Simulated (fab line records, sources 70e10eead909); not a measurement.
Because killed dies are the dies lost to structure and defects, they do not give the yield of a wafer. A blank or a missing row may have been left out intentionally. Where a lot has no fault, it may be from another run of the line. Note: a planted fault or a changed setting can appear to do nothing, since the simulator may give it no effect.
Struck lot and sound lot, side by side | flow nand-harc | 24 out of 1302 route steps
Sound: wafers L370.1, L370.3, L370.6. Wafers struck: L388.1, L388.3, L388.5. The cause comes at the end.
Each step with rows lists, per side, the tool, then ch with its chambers, then its first start. Under that, the readings that differ: sound wafers | struck wafers | difference of the means | sigmas: that difference in standard deviations of wafers without a fault.
alike: words and numbers the same on both sides, and readings whose means are apart by under 2 such deviations; not compared: readings that were withheld, readings missing a value for some wafer, numbers with overlapping values and no deviation given by the record, and bounds like >300 which may hide the same value.
A row with sigmas, a row that says differs or no value, or rows on one side alone: a step with any of these is where the two part. Numbers that have no deviation but don't overlap get no sigmas and don't part them. A reading that every wafer of one side lacks parts them only if that side has two wafers or more.

NHARC_P_CONTACT_DEP_30: deposits SiNx, target thk 30 nm.
  sound on pecvd-04 ch 0,2, day 6 11:55; struck on pecvd-04 ch 0,1,2, day 14 02:37
  alike: heater-power-w, rf-fwd-power-W
NHARC_P_CONTACT_DEP_00: deposits SiO2, target thk 500 nm.
  sound: pecvd-04 ch 0,2; struck: pecvd-04 ch 0,1,2
  alike: heater-power-w, rf-fwd-power-W, throttle-valve-pct
NHARC_P_CONTACT_CMP_01: polishes SiO2, target thk 200 nm.
  sound on cmp-01 ch 0,3, day 6 12:35; struck on cmp-04 ch 1,3, day 14 03:21
  alike: motor-current-A, slurry-flow-ml-min
then, 8 steps without rows for these wafers: NHARC_P_CONTACT_SRD_03; NHARC_P_CONTACT_DEHYDRATE_04 (time 120 s); NHARC_P_CONTACT_HMDS_05 (time 30 s); NHARC_P_CONTACT_COAT_33 (time 75 s); NHARC_P_CONTACT_COAT_34 (time 65 s); NHARC_P_CONTACT_COAT_06 (resist thk 90 nm); NHARC_P_CONTACT_SOFTBAKE_07 (time 55 s); NHARC_P_CONTACT_EBR_08.
NHARC_P_CONTACT_EXPOSE_09: exposes mask P CA, target cd 90 nm.
  sound on arfi-scanner-03 ch 0, day 6 13:09; struck on arfi-scanner-03 ch 0, day 14 04:01
  reading              | sound             | struck            | difference | sigmas
  exposure-dose-mJ-cm2 | 81.32 81.31 81.33 | 41.02 40.95 41.02 | -40.32     | -99 or more
  alike: mask, reticle-temp-C
then, 2 steps without rows for these wafers: NHARC_P_CONTACT_PEB_10 (peb time 65 s); NHARC_P_CONTACT_DEVELOP_11 (develop time 35 s).
NHARC_P_CONTACT_CD_MEAS_12: target cd 90 nm.
  sound on cd-sem-02 ch 0, day 6 13:17; struck on cd-sem-02 ch 0, day 14 04:09
  reading    | sound          | struck         | difference | sigmas
  cd-nm (nm) | 89.7 90.3 89.7 | 48.2 48.4 47.9 | -41.7      | -79
NHARC_P_CONTACT_OVL_MEAS_13:
  sound on overlay-02 at day 6 13:23; struck on overlay-02 at day 14 04:14
  alike: overlay-x-nm, overlay-y-nm
NHARC_P_CONTACT_INSPECT_14:
  sound on defect-inspect-01 at day 6 13:25; struck on defect-inspect-01 at day 14 04:17
  alike: raw-defect-count
NHARC_P_CONTACT_DESCUM_17: chemistry O2, time 3 s.
  sound on rie-diel-11 ch 1,2,3, day 6 13:30; struck on rie-diel-11 ch 0,3, day 14 04:20
  reading                    | sound             | struck           | difference | sigmas
  model.P_CONTACT.cd-nm (nm) | 89.75 90.05 89.37 | 48.23 49.2 48.34 | -41.13     |
  alike: drypump-motor-current-A, oes-product-au, rf-vpp-V, showerhead-plenum-p-Torr, throttle-valve-pct
  not compared: rf-hours-counter-h
then, 1 step without rows for these wafers: NHARC_P_CONTACT_ETCH_35 (etches the open film in CF4, target depth 39 nm, time 65 s).
NHARC_P_CONTACT_ETCH_36: etches the open film in N2/H2, target depth 260 nm, time 406.25 s.
  sound: rie-diel-11 ch 0,2,3; struck: rie-diel-11 ch 1,2
  alike: bias-w, drypump-motor-current-A, oes-product-au, rf-fwd-power-W, rf-vpp-V, showerhead-plenum-p-Torr, throttle-valve-pct
  not compared: rf-hours-counter-h
NHARC_P_CONTACT_ETCH_18: etches the open film in C4F8/O2/Ar, target depth 481 nm, time 240.5 s.
  sound: rie-diel-11 ch 0,1; struck: rie-diel-11 ch 0,2,3
  alike: bias-w, oes-product-au, rf-fwd-power-W, rf-vpp-V
  not compared: rf-hours-counter-h
then, 1 step without rows for these wafers: NHARC_P_CONTACT_STRIP_37 (strips in C4F8/O2/Ar).
NHARC_P_CONTACT_ETCH_31: etches the open film in CH3F/O2, target depth 30 nm, time 85.7 s.
  sound: rie-diel-11 ch 0,1; struck: rie-diel-11 ch 0,1,3
  reading                    | sound             | struck            | difference | sigmas
  model.P_CONTACT.cd-nm (nm) | 88.25 88.81 88.25 | 47.67 47.89 48.01 | -40.58     |
  alike: bias-w, drypump-motor-current-A, oes-product-au, rf-fwd-power-W, rf-vpp-V, showerhead-plenum-p-Torr, throttle-valve-pct
  not compared: rf-hours-counter-h
NHARC_P_CONTACT_CD_MEAS_19:
  sound on cd-sem-02 at day 6 14:21; struck on cd-sem-02 at day 14 05:12
  reading    | sound          | struck         | difference | sigmas
  cd-nm (nm) | 88.5 88.7 88.6 | 47.6 48.1 48.0 | -40.7      | -41

WHERE THEY PART
Earliest at NHARC_P_CONTACT_EXPOSE_09; latest, in this record, at NHARC_P_CONTACT_CD_MEAS_19.

WHY: the cause the simulator had injected
Process parameters drifting: arfi-scanner-03 at NHARC_P_CONTACT_EXPOSE_09, beginning at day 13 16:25. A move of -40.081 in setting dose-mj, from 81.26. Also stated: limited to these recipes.
